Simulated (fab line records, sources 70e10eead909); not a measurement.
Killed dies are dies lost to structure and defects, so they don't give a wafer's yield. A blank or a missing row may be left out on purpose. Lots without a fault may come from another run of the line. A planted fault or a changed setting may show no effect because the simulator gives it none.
Which tool did it? | flow nand_harc | 7 lots, 21 wafers sampled, at 3 steps of a route of 1159

WHAT THE GAUGES READ, wafer by wafer
NHARC_P_BONDPAD_INSPECT_23.
lot  | measured     | on                | raw_defect_count
L404 | day 6 19:46  | defect_inspect-02 | 355 210 637
L411 | day 8 11:28  | defect_inspect-02 | 259 425 441
L416 | day 9 13:44  | defect_inspect-01 | 364 361 610
L417 | day 9 20:32  | defect_inspect-01 | 229 311 217
L418 | day 10 16:48 | defect_inspect-01 | 669 377 307
L420 | day 10 20:23 | defect_inspect-02 | 298 281 419
L423 | day 11 08:20 | defect_inspect-02 | 319 280 314

WHICH TOOL RAN EACH LOT (tool, then ch and the chambers of the sampled wafers, then the start)
lot  | NHARC_P_BONDPAD_ETCH_24                       | NHARC_P_BONDPAD_PRE_CLEAN_26
L404 | rie_diel-04 ch 0,1,2, day 6 19:46 or earlier  | pvd_sputter-02, day 6 19:46 or earlier
L411 | rie_diel-05 ch 1,2,3, day 8 09:26             | pvd_sputter-02, day 8 11:28 or earlier
L416 | rie_diel-04 ch 0,1,2, day 9 13:44 or earlier  | pvd_sputter-02, day 9 13:44 or earlier
L417 | rie_diel-04 ch 0,3, day 9 20:32 or earlier    | pvd_sputter-01, day 9 20:32 or earlier
L418 | rie_diel-04 ch 0,2,3, day 10 16:48 or earlier | pvd_sputter-03, day 10 16:48 or earlier
L420 | rie_diel-04 ch 0,1,3, day 10 20:23 or earlier | pvd_sputter-03, day 10 20:23 or earlier
L423 | rie_diel-04 ch 0,1,3, day 11 08:20 or earlier | pvd_sputter-01, day 11 08:20 or earlier
- NHARC_P_BONDPAD_ETCH_24: etches the open film in CF4/N2, target depth 30 nm, time 72.99 s.
- NHARC_P_BONDPAD_PRE_CLEAN_26: time 30 s.

THE ANSWER, worked out from the rows above alone
Rule: what is usual is taken from the lots themselves. Put in order of their means at a reading, lots are off if they are a third of the lots or fewer, leave a main group of 4 or more, and stand apart from it by a gap of 3 or more times the standard deviation of the main group's means; of several such gaps the widest counts. A main group whose means are all the same, to the digits that the tables above print for the reading, isn't used. A lot without any number at a reading at which 4 lots or more have one is off too. The other lots that the step has rows for count as sound.
No lot is off at any reading shown: from this, nothing can be told.

WHAT THE SIMULATOR HAD PUT IN
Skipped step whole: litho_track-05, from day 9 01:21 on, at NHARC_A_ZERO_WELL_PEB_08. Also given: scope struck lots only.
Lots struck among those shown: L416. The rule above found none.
